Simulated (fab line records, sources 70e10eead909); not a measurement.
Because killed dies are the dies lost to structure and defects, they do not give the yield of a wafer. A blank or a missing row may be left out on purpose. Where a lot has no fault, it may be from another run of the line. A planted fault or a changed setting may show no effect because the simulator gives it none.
fab line records | flow nand-harc
[record] lots = 12 | wafers = 36 | last-day = 33
route steps=1302 shown P_GATE@146 P_CONTACT@217 END@1302
lots with no fault: from the same line, run without faults
start-h: the number of hours between the record's first day and the start of the first shown wafer of the lot | wait-h: hours since the lot's step before | " identical to the entry in the row above | L1.1+2: one row covering several wafers at once | - no value, or no start given | * or withheld: withheld | < > ~ a bound
route shown NAME@n: NAME is a module with steps in the file, n the number in the route of the first one | usual: the fault-free wafers' mean and standard deviation | same: alike in all rows | chamber/n: place in a boat | sites: each site's reading | _std_site: how widely they spread, as a standard deviation | _edge_site: inner sites' mean taken away from outer sites' mean | radius-mm: how far each site lies from the wafer's centre | mask NAME#n: copy n | behind: tool/chamber where the wafer was last shaped | hold: why the lot went on hold/how many hours it stayed there/how the hold came to an end | device: transistor that didn't switch, given as n, p or np | end of line: the route-end tests of the same wafers | a step given without rows: its recipe and nothing more | killed: the dies lost at the first sort to structure and to defects; this is not the yield of the wafer | map: per-die view of a wafer (x killed, . not killed, _ where there is no die)
set.NAME: setting as actually run; set.NAME@STEP: the setting as run at that earlier step | model.NAME: the simulator's own value behind a step, which no gauge read
steps of the route over a sample of lots; a table a step, a row a wafer
services: when a tool's chamber went out of use (start-h, in hours from the record's first day, below 0 if earlier), for how many hours, and the reason
[[steps]]
[step NHARC_P_GATE_HM_OPEN_105]
[recipe] target-depth-a = 3600 | o2-flow-sccm = 400 | cos-flow-sccm = 20 | ar-flow-sccm = 0 | rf-w = 500 | bias-w = 300 | chemistry = O2/COS
[usual] drypump-motor-current-A = 5.8/0.44 | o2-flow-sccm = 399.8/1.3 | oes-product-au = 1.001/0.0098 | rf-vpp-V = 466.4/2.5 | showerhead-plenum-p-Torr = 3.09/0.11 | throttle-valve-pct = 28.332/0.0083
lot.wafer | tool        | chamber | start-h | wait-h | drypump-motor-current-A | o2-flow-sccm | oes-product-au | rf-hours-counter-h | rf-vpp-V | showerhead-plenum-p-Torr | throttle-valve-pct
L553.4    | rie-diel-07 | 2       | 134     | -      | 5.0                     | 400.9        | 0.987          | 0                  | 471.0    | 3.30                     | 28.324
L553.2    | "           | 3       | "       | "      | 6.5                     | 398.9        | 1.006          | 0                  | 465.7    | 3.01                     | 28.344
L553.6    | "           | 1       | "       | "      | 6.3                     | 401.2        | 0.997          | -                  | 464.4    | 2.99                     | 28.337
L554.3    | rie-diel-01 | 2       | 140     | -      | 5.2                     | 399.4        | 1.003          | 5                  | 465.4    | 3.02                     | 28.330
L554.4    | "           | 3       | "       | "      | 5.2                     | 397.2        | 0.988          | 6                  | 469.2    | 3.28                     | 28.333
L554.6    | "           | 0       | "       | "      | 5.8                     | 400.0        | 1.003          | -                  | 468.5    | 3.19                     | 28.336
L556.3    | rie-diel-01 | 0       | 155     | -      | 5.9                     | 401.8        | 1.003          | 8                  | 468.1    | 3.19                     | 28.333
L556.1    | "           | 1       | "       | "      | 6.2                     | 400.1        | 1.008          | 6                  | 465.3    | 3.00                     | 28.330
L556.5    | "           | 0       | "       | "      | 5.8                     | 400.3        | 1.014          | -                  | 468.0    | 3.19                     | 28.326
L559.4    | rie-diel-01 | 3       | 195     | -      | 5.2                     | 398.8        | 0.996          | 11                 | 470.7    | 3.28                     | 28.349
L559.2    | "           | 2       | "       | "      | 5.3                     | 400.6        | 1.003          | 10                 | 465.2    | 3.02                     | 28.320
L559.5    | "           | 3       | "       | "      | 5.2                     | 400.0        | 0.995          | -                  | 469.1    | 3.28                     | 28.343
L560.1    | rie-diel-01 | 3       | 198     | -      | 5.2                     | 402.6        | 1.005          | 11                 | 469.2    | 3.28                     | 28.320
L560.3    | "           | 0       | "       | "      | 5.9                     | 400.4        | 1.001          | 10                 | 466.7    | 3.19                     | 28.343
L560.6    | "           | 0       | "       | "      | 5.9                     | 398.1        | 0.999          | -                  | 468.3    | 3.19                     | 28.335
L563.4    | rie-diel-01 | 1       | 234     | -      | 6.2                     | 399.8        | 0.981          | 1                  | 464.7    | 3.00                     | 28.326
L563.1    | "           | 2       | "       | "      | 5.3                     | 400.6        | 0.979          | 2                  | 465.2    | 3.02                     | 28.325
L563.6    | "           | 2       | "       | "      | 5.3                     | 400.7        | 1.000          | -                  | 465.9    | 3.02                     | 28.329
L568.4    | rie-diel-11 | 2       | 283     | -      | 5.9                     | 400.2        | 1.009          | 8                  | 465.1    | 3.02                     | 28.325
L568.5    | "           | 1       | "       | "      | 6.2                     | 399.4        | 0.995          | -                  | 465.2    | 3.00                     | 28.330
L568.6    | "           | 2       | "       | "      | 5.9                     | 399.1        | 1.011          | -                  | 464.8    | 3.02                     | 28.331
L569.2    | rie-diel-01 | 2       | 291     | -      | 5.3                     | 402.2        | 0.995          | 4                  | 465.4    | 3.02                     | 28.325
L569.3    | "           | 0       | "       | "      | 5.9                     | 402.9        | 1.012          | 3                  | 468.7    | 3.18                     | 28.323
L569.6    | "           | 1       | "       | "      | 6.2                     | 398.1        | 0.980          | -                  | 465.5    | 3.00                     | 28.334
L571.3    | rie-diel-07 | 3       | 312     | -      | 6.5                     | 399.9        | 1.002          | 1                  | 464.3    | 3.00                     | 28.345
L571.6    | "           | 0       | "       | "      | 5.3                     | 399.2        | 1.019          | -                  | 464.3    | 2.95                     | 28.323
L571.5    | "           | 1       | "       | "      | 6.3                     | 400.3        | 0.996          | -                  | 465.0    | 2.99                     | 28.325
L570.4    | rie-diel-11 | 2       | 312     | -      | 5.9                     | 397.9        | 1.013          | 0                  | 464.5    | 3.02                     | 28.327
L570.1    | "           | 0       | "       | "      | 6.0                     | 399.2        | 1.016          | 0                  | 470.0    | 3.22                     | 28.331
L570.3    | "           | 1       | "       | "      | 6.3                     | 399.2        | 0.988          | 0                  | 465.1    | 3.00                     | 28.337
L572.3    | rie-diel-07 | 0       | 314     | -      | 5.2                     | 398.2        | 1.013          | 1                  | 463.4    | 2.95                     | 28.321
L572.2    | "           | 1       | "       | "      | 6.3                     | 398.1        | 0.988          | 1                  | 463.5    | 2.99                     | 28.318
L572.4    | "           | 3       | "       | "      | 6.5                     | 399.8        | 1.000          | 1                  | 464.4    | 3.00                     | 28.324
L573.1    | rie-diel-11 | 0       | 327     | -      | 6.0                     | 398.9        | 1.016          | 0                  | 470.4    | 3.22                     | 28.337
L573.2    | "           | 3       | "       | "      | 5.6                     | 401.2        | 1.001          | 0                  | 466.4    | 3.06                     | 28.332
L573.5    | "           | 0       | "       | "      | 6.0                     | 398.1        | 1.009          | -                  | 469.0    | 3.22                     | 28.318
[step NHARC_P_GATE_STRIP_75]
[recipe] power-w = 1500 | temp-c = 250 | chemistry = O2
[usual] drypump-motor-current-A = 5.1/0.46 | heater-power-w = 317/18 | rf-refl-power-W = 19/7.6
lot.wafer | tool            | chamber | start-h | wait-h | drypump-motor-current-A | heater-power-w | rf-hours-counter-h | rf-refl-power-W
L553.2    | plasma-asher-01 | 1       | 146.52  | 0.3    | 6.2                     | 283            | 29                 | 16
L553.4    | "               | 0       | "       | "      | 5.0                     | 290            | -                  | 34
L553.6    | "               | 0       | "       | "      | 5.0                     | 288            | -                  | 34
L554.4    | plasma-asher-02 | 0       | 157.09  | 0.2    | 4.7                     | 348            | -                  | 12
L554.3    | "               | 1       | "       | "      | 5.1                     | 319            | -                  | 17
L554.6    | "               | 1       | "       | "      | 5.1                     | 320            | -                  | 18
L556.1    | plasma-asher-02 | 0       | 167.82  | 0.3    | 4.7                     | 350            | 19                 | 12
L556.3    | "               | 0       | "       | "      | 4.7                     | 339            | -                  | 12
L556.5    | "               | 1       | "       | "      | 5.1                     | 314            | -                  | 18
L559.2    | plasma-asher-01 | 1       | 207.59  | 0.2    | 6.1                     | 313            | 6                  | 16
L559.4    | "               | 0       | "       | "      | 5.1                     | 307            | -                  | 35
L559.5    | "               | 1       | "       | "      | 6.1                     | 306            | -                  | 15
L560.1    | plasma-asher-01 | 1       | 211.08  | 0.2    | 6.1                     | 310            | 7                  | 16
L560.3    | "               | 1       | "       | "      | 6.1                     | 304            | -                  | 15
L560.6    | "               | 1       | "       | "      | 6.1                     | 301            | -                  | 15
L563.1    | plasma-asher-01 | 0       | 248.97  | 0.2    | 5.0                     | 310            | 14                 | 34
L563.4    | "               | 1       | "       | "      | 6.1                     | 304            | -                  | 15
L563.6    | "               | 1       | "       | "      | 6.1                     | 312            | -                  | 15
L568.4    | plasma-asher-02 | 0       | 295.99  | 0.2    | 4.7                     | 331            | -                  | 12
L568.6    | "               | 0       | "       | "      | 4.7                     | 331            | -                  | 12
L568.5    | "               | 1       | "       | "      | 5.1                     | 300            | -                  | 18
L569.2    | plasma-asher-02 | 0       | 303.75  | 0.2    | 4.7                     | 337            | 10                 | 12
L569.3    | "               | 0       | "       | "      | 4.7                     | 322            | -                  | 12
L569.6    | "               | 0       | "       | "      | 4.8                     | 324            | -                  | 13
L571.3    | plasma-asher-01 | 1       | 324.66  | 0.1    | 6.1                     | 308            | -                  | 16
L571.5    | "               | 0       | "       | "      | 5.0                     | 300            | -                  | 34
L571.6    | "               | 1       | "       | "      | 6.1                     | 312            | -                  | 16
L570.1    | plasma-asher-02 | 0       | 325.08  | 0.2    | 4.7                     | 322            | 13                 | 12
L570.4    | "               | 1       | "       | "      | 5.1                     | 302            | -                  | 18
L570.3    | "               | 0       | "       | "      | 4.7                     | 330            | -                  | 12
L572.2    | plasma-asher-01 | 1       | 327.96  | 0.2    | 6.1                     | 307            | 33                 | 16
L572.3    | "               | 0       | "       | "      | 5.0                     | 320            | -                  | 35
L572.4    | "               | 1       | "       | "      | 6.1                     | 301            | -                  | 16
L573.1    | plasma-asher-02 | 1       | 340.17  | 0.3    | 5.1                     | 300            | 17                 | 18
L573.2    | "               | 0       | "       | "      | 4.7                     | 330            | 17                 | 12
L573.5    | "               | 1       | "       | "      | 5.1                     | 301            | -                  | 18
[step NHARC_P_GATE_RTA_82]
[recipe] temp-c = 450 | time-s = 30
[usual] lamp-power-pct = 3.91/0.23 | lamp_zone_6_pct = 3.88/0.23 | wafer_temp_C_max = 452.6/0.6
lot.wafer | tool          | chamber | start-h | wait-h | lamp-power-pct | lamp_zone_6_pct | wafer_temp_C_max
L553.2    | rtp-anneal-02 | 0       | 152.05  | -      | 4.13           | 4.09            | 452.3
L553.4    | "             | 0       | "       | "      | 4.11           | 4.10            | 453.1
L553.6    | "             | 0       | "       | "      | 4.12           | 4.09            | 452.4
L554.3    | rtp-anneal-01 | 0       | 162.50  | -      | 3.66           | 3.63            | 452.4
L554.4    | "             | 0       | "       | "      | 3.67           | 3.64            | 452.2
L554.6    | "             | 0       | "       | "      | 3.66           | 3.63            | 452.9
L556.1    | rtp-anneal-01 | 0       | 173.47  | -      | 3.66           | 3.63            | 452.8
L556.3    | "             | 0       | "       | "      | 3.67           | 3.63            | 451.8
L556.5    | "             | 0       | "       | "      | 3.67           | 3.64            | 452.3
L559.2    | rtp-anneal-01 | 0       | 212.98  | -      | 3.67           | 3.63            | 452.1
L559.4    | "             | 0       | "       | "      | 3.67           | 3.63            | 452.7
L559.5    | "             | 0       | "       | "      | 3.67           | 3.64            | 452.7
L560.1    | rtp-anneal-01 | 0       | 216.44  | -      | 3.66           | 3.64            | 453.4
L560.3    | "             | 0       | "       | "      | 3.67           | 3.63            | 451.9
L560.6    | "             | 0       | "       | "      | 3.66           | 3.63            | 453.1
L563.1    | rtp-anneal-01 | 0       | 254.93  | -      | 3.67           | 3.64            | 452.0
L563.4    | "             | 0       | "       | "      | 3.66           | 3.63            | 452.4
L563.6    | "             | 0       | "       | "      | 3.67           | 3.63            | 452.3
L568.4    | rtp-anneal-01 | 0       | 301.53  | -      | 3.67           | 3.64            | 452.6
L568.5    | "             | 0       | "       | "      | 3.66           | 3.64            | 451.5
L568.6    | "             | 0       | "       | "      | 3.67           | 3.63            | 452.9
L569.2    | rtp-anneal-02 | 0       | 309.27  | -      | 4.12           | 4.09            | 452.6
L569.3    | "             | 0       | "       | "      | 4.13           | 4.09            | 452.5
L569.6    | "             | 0       | "       | "      | 4.13           | 4.09            | 452.5
L571.3    | rtp-anneal-01 | 0       | 331.16  | -      | 3.67           | 3.63            | 452.7
L571.5    | "             | 0       | "       | "      | 3.66           | 3.63            | 452.8
L571.6    | "             | 0       | "       | "      | 3.67           | 3.63            | 452.4
L570.1    | rtp-anneal-02 | 0       | 331.18  | -      | 4.13           | 4.09            | 453.6
L570.3    | "             | 0       | "       | "      | 4.12           | 4.09            | 452.8
L570.4    | "             | 0       | "       | "      | 4.12           | 4.09            | 453.0
L572.2    | rtp-anneal-01 | 0       | 333.24  | -      | 3.66           | 3.64            | 451.3
L572.3    | "             | 0       | "       | "      | 3.67           | 3.63            | 451.4
L572.4    | "             | 0       | "       | "      | 3.66           | 3.63            | 451.8
L573.1    | rtp-anneal-02 | 0       | 345.65  | -      | 4.12           | 4.09            | 452.8
L573.2    | "             | 0       | "       | "      | 4.12           | 4.09            | 452.7
L573.5    | "             | 0       | "       | "      | 4.12           | 4.09            | 452.6
[step NHARC_P_GATE_INSPECT_68]
[usual] raw-defect-count = 189/63
lot.wafer | tool              | chamber | start-h | wait-h | raw-defect-count
L553.2    | defect-inspect-01 | -       | 152.22  | 0.1    | 127
L553.4    | "                 | -       | "       | "      | 252
L553.6    | "                 | -       | "       | "      | 142
L554.3    | defect-inspect-01 | -       | 162.64  | 0.1    | 226
L554.4    | "                 | -       | "       | "      | 224
L554.6    | "                 | -       | "       | "      | 295
L556.1    | defect-inspect-02 | -       | 173.67  | 0.2    | 165
L556.3    | "                 | -       | "       | "      | 226
L556.5    | "                 | -       | "       | "      | 175
L559.2    | defect-inspect-02 | -       | 213.15  | 0.1    | 235
L559.4    | "                 | -       | "       | "      | 224
L559.5    | "                 | -       | "       | "      | 357
L560.1    | defect-inspect-01 | -       | 216.63  | 0.2    | 840
L560.3    | "                 | -       | "       | "      | 884
L560.6    | "                 | -       | "       | "      | 858
L563.1    | defect-inspect-02 | -       | 255.13  | 0.2    | 823
L563.4    | "                 | -       | "       | "      | 822
L563.6    | "                 | -       | "       | "      | 831
L568.4    | defect-inspect-01 | -       | 301.65  | 0.1    | 173
L568.5    | "                 | -       | "       | "      | 148
L568.6    | "                 | -       | "       | "      | 125
L569.2    | defect-inspect-01 | -       | 309.44  | 0.1    | 219
L569.3    | "                 | -       | "       | "      | 228
L569.6    | "                 | -       | "       | "      | 268
L571.3    | defect-inspect-02 | -       | 331.30  | 0.1    | 352
L571.5    | "                 | -       | "       | "      | 166
L571.6    | "                 | -       | "       | "      | 155
L570.1    | defect-inspect-01 | -       | 331.38  | 0.2    | 218
L570.3    | "                 | -       | "       | "      | 263
L570.4    | "                 | -       | "       | "      | 263
L572.2    | defect-inspect-01 | -       | 333.41  | 0.1    | 260
L572.3    | "                 | -       | "       | "      | 217
L572.4    | "                 | -       | "       | "      | 222
L573.1    | defect-inspect-01 | -       | 345.85  | 0.2    | 266
L573.2    | "                 | -       | "       | "      | 283
L573.5    | "                 | -       | "       | "      | 216
[step NHARC_P_CONTACT_DEP_30]
[recipe] target-thk-a = 300 | temp-c = 400 | target-thk-nm = 30 | flow-sccm = 200 | rf-w = 450 | material = SiNx
[usual] heater-power-w = 712/100
lot.wafer | tool     | chamber | start-h | wait-h | heater-power-w
L553.2    | pecvd-04 | 2       | 152.32  | 0.1    | 617
L553.4    | "        | 2       | "       | "      | 612
L553.6    | "        | 0       | "       | "      | 697
L554.3    | pecvd-01 | 0       | 162.79  | 0.1    | 918
L554.6    | "        | 1       | "       | "      | 660
L554.4    | "        | 2       | "       | "      | 690
L556.3    | pecvd-04 | 0       | 173.74  | 0.1    | 702
L556.1    | "        | 2       | "       | "      | 570
L556.5    | "        | 1       | "       | "      | 740
L559.2    | pecvd-03 | 0       | 213.29  | 0.1    | 568
L559.5    | "        | 2       | "       | "      | 622
L559.4    | "        | 0       | "       | "      | 563
L560.1    | pecvd-01 | 1       | 216.76  | 0.1    | 624
L560.3    | "        | 0       | "       | "      | 775
L560.6    | "        | 0       | "       | "      | 799
L563.1    | pecvd-01 | 0       | 255.26  | 0.1    | 825
L563.4    | "        | 0       | "       | "      | 829
L563.6    | "        | 0       | "       | "      | 823
L568.6    | pecvd-04 | 0       | 301.83  | 0.2    | 752
L568.4    | "        | 1       | "       | "      | 786
L568.5    | "        | 2       | "       | "      | 670
L569.2    | pecvd-01 | 0       | 309.56  | 0.1    | 909
L569.3    | "        | 1       | "       | "      | 657
L569.6    | "        | 0       | "       | "      | 903
L571.3    | pecvd-03 | 0       | 331.41  | 0.1    | 602
L571.6    | "        | 0       | "       | "      | 592
L571.5    | "        | 1       | "       | "      | 805
L570.1    | pecvd-04 | 2       | 331.45  | 0.1    | 662
L570.3    | "        | 1       | "       | "      | 757
L570.4    | "        | 2       | "       | "      | 668
L572.3    | pecvd-03 | 0       | 333.51  | 0.1    | 573
L572.2    | "        | 1       | "       | "      | 727
L572.4    | "        | 1       | "       | "      | 741
L573.1    | pecvd-04 | 1       | 345.92  | 0.1    | 829
L573.2    | "        | 2       | "       | "      | 584
L573.5    | "        | 2       | "       | "      | 580
[step NHARC_END_SORT_01]
[recipe] temp-c = 25
[usual] killed-at-array = 61/24 | killed-at-other = 1.2/1.3 | killed-at-periphery = 3.7/2.6 | killed-dies = 66/23 | killed-open = 3.3/1.8 | killed-short = 2.4/1.6
[same] gross-dies = 677
lot.wafer | tool      | chamber | start-h | wait-h | killed-at-array | killed-at-other | killed-at-periphery | killed-dies | killed-open | killed-short
L560.1    | prober-02 | 0       | 669.59  | 2.5    | 93              | 0               | 70                  | 163         | 4           | 4
L560.3    | prober-02 | 0       | 671.16  | 3.1    | 87              | 0               | 86                  | 173         | 1           | 1
L560.6    | prober-02 | 0       | 673.52  | 3.9    | 60              | 1               | 83                  | 144         | 3           | 1
L563.1    | prober-01 | 0       | 703.95  | 2.5    | 43              | 2               | 97                  | 142         | 4           | 1
L563.4    | prober-01 | 0       | 706.35  | 3.4    | 49              | 0               | 54                  | 103         | 3           | 1
L563.6    | prober-01 | 0       | 707.94  | 4.0    | 57              | 2               | 90                  | 149         | 3           | 4
// killed by level:class
L560.1 P_GATE:unspecified=67 A_CHANNEL_HOLE_D1:chamber-film-flake=37 A_SLIT:chamber-film-flake=29 A_SGD_CUT:chamber-film-flake=10 A_CONTACT:chamber-film-flake=8 A_WL_FILL:geometric-particle:short=3 A_M0:geometric-particle:open=2 P_CONTACT:geometric-particle:open=1
L560.3 P_GATE:unspecified=84 A_SLIT:chamber-film-flake=41 A_CHANNEL_HOLE_D1:chamber-film-flake=32 A_CONTACT:chamber-film-flake=5 A_CHANNEL_HOLE_D2:unspecified=3 A_CHANNEL_HOLE_D2:chamber-film-flake=2 A_SGD_CUT:chamber-film-flake=2 A_SGD_CUT:geometric-particle:short=1
L560.6 P_GATE:unspecified=82 A_CHANNEL_HOLE_D1:chamber-film-flake=30 A_SLIT:chamber-film-flake=17 A_CONTACT:chamber-film-flake=4 A_DECK1_JOINT:geometric-particle:open=2 A_CHANNEL_FILL_D1:chamber-film-flake=2 A_SGD_CUT:chamber-film-flake=2 P_CONTACT:geometric-particle:open=1
L563.1 P_GATE:unspecified=90 A_CHANNEL_HOLE_D1:chamber-film-flake=28 A_CHANNEL_HOLE_D2:chamber-film-flake=6 A_STAIRCASE:chamber-film-flake=4 P_CONTACT:chamber-film-flake=3 A_M0:geometric-particle:open=2 P_GATE:chamber-film-flake=2 THIN_TSV:chamber-film-flake=2
L563.4 P_GATE:unspecified=47 A_CHANNEL_HOLE_D1:chamber-film-flake=31 A_STAIRCASE:chamber-film-flake=6 P_GATE:chamber-film-flake=3 A_DECK1_JOINT:chamber-film-flake=3 P_ZERO_WELL:chamber-film-flake=2 A_SLIT:chamber-film-flake=2 A_CONTACT:chamber-film-flake=2
L563.6 P_GATE:unspecified=88 A_CHANNEL_HOLE_D1:chamber-film-flake=32 A_STAIRCASE:chamber-film-flake=6 A_CHANNEL_HOLE_D2:chamber-film-flake=6 A_SLIT:chamber-film-flake=4 A_CHANNEL_FILL_D2:geometric-particle:short=2 THIN_TSV:chamber-film-flake=2 A_DECK1_JOINT:geometric-particle:open=1
[[services]]
tool            | chamber | start-h | hours | kind
rie-diel-07     | -       | 117.21  | 9.0   | pm
plasma-asher-01 | -       | 122.01  | 4.7   | repair
pecvd-01        | -       | 130.08  | 13.0  | pm
rie-diel-11     | 2       | 141.27  | 6.0   | repair
rie-diel-11     | 0       | 141.80  | 5.3   | repair
rie-diel-07     | 0       | 142.57  | 7.7   | repair
plasma-asher-01 | -       | 151.30  | 6.9   | repair
plasma-asher-02 | -       | 152.27  | 4.5   | repair
plasma-asher-01 | -       | 166.17  | 9.0   | pm
rie-diel-01     | 0       | 185.87  | 6.5   | repair
pecvd-01        | 2       | 195.37  | 4.4   | repair
rie-diel-01     | -       | 203.96  | 9.0   | pm
pecvd-01        | 2       | 211.66  | 7.9   | repair
rie-diel-01     | 1       | 213.72  | 9.4   | repair
pecvd-01        | -       | 214.50  | 0.7   | repair
pecvd-01        | 1       | 221.56  | 54.0  | repair
plasma-asher-02 | -       | 249.00  | 9.0   | pm
pecvd-01        | 2       | 260.26  | 167.5 | repair
pecvd-04        | -       | 269.01  | 13.0  | pm
pecvd-01        | -       | 276.26  | 1.3   | repair
pecvd-01        | 1       | 278.56  | 8.9   | repair
pecvd-01        | -       | 311.14  | 13.0  | pm
pecvd-01        | -       | 335.16  | 6.4   | repair
plasma-asher-01 | -       | 342.09  | 1.1   | repair
[[key]]
[first-sign] step = NHARC_P_GATE_INSPECT_68 | reading = raw-defect-count | direction = up | sigmas = 10 | usual = 189 | struck = 843
[effect] step = NHARC_END_SORT_01 | reading = killed-at-periphery | direction = up | sigmas = 29 | usual = 3.7 | struck = 80
[more-kills-born-at] NHARC_P_GATE_HM_OPEN_105@rie-diel-01 = 458
met-at NHARC_P_GATE_HM_OPEN_105
struck-lots L560,L563
tester-left-out L560,L563
not-acting-at NHARC_P_GATE_STRIP_75,NHARC_P_GATE_RTA_82,NHARC_P_CONTACT_DEP_30
onset-between 195 198
[fault] kind = chamber-particle-source | tool = rie-diel-01 | chamber = - | onset-h = 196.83 | steps = NHARC_P_GATE_HM_OPEN_105 | rate-per-visit-cm2 = 1.0781 | end-h = 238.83
// tester-left-out: of these lots the tester's yield and bins aren't shown, on N5 and GAA mostly nor the transistor test; their killed dies are dies lost to structure and defects alone, not to doping, threshold or leakage, so they don't give the yield
